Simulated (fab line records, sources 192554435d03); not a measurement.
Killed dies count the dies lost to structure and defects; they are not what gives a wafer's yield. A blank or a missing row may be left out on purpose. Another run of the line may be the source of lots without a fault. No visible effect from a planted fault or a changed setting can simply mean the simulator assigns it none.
Matching of chambers ; flow n5 finfet ; pecvd-01 running N5_BEOL_M0_SAQP_PECVD_96: 3 sister chambers
The step deposits a-Si from SiH4/He, target thk 45 nm, time 45.2 s. 6 wafers are shown with their chamber, then 9 later ones without.

EACH WAFER AND ITS CHAMBER
wafer;chamber;throttle valve pct (%);showerhead plenum p Torr (Torr)
L080.1;2;17.5;5.58
L083.2;2;17.2;5.60
L083.4;1;19.7;5.67
L084.3;0;19.3;5.66
L084.5;1;19.3;5.67
L084.6;0;19.3;5.65

WAFERS MISSING THEIR CHAMBER
wafer;throttle valve pct (%);showerhead plenum p Torr (Torr)
L085.2;17.4;5.59
L085.4;17.2;5.60
L085.6;19.1;5.67
L086.1;17.3;5.59
L086.2;19.3;5.67
L086.4;17.4;5.59
L095.1;19.5;5.68
L095.3;17.4;5.59
L095.4;19.3;5.67

THE CHAMBER EACH PASSED THROUGH
wafer;from the rows above;in truth
L085.2;2;2
L085.4;2;2
L085.6;can't be placed: 0 or 1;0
L086.1;2;2
L086.2;can't be placed: 1 or 0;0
L086.4;2;2
L095.1;can't be placed: 1 or 0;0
L095.3;2;2
L095.4;can't be placed: 1 or 0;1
Placed correctly: 5 of 9. From these rows, 4 cannot be placed; in 4 the true chamber is one of the candidates. 0 placed wrongly.
How it was worked out, from the rows above alone: a wafer's distance from a chamber is the root of the sum, over the readings, of the square of ((its reading less the chamber's mean) divided by the reading's scatter). If the next closest chamber is less than 2 further off than the closest, the wafer can't be placed; otherwise it belongs to the closest. A chamber's mean is the mean of its shown wafers. The scatter: take each reading less its chamber's mean, square it, sum over the shown wafers, divide by the number of wafers less the number of chambers, and take the root.
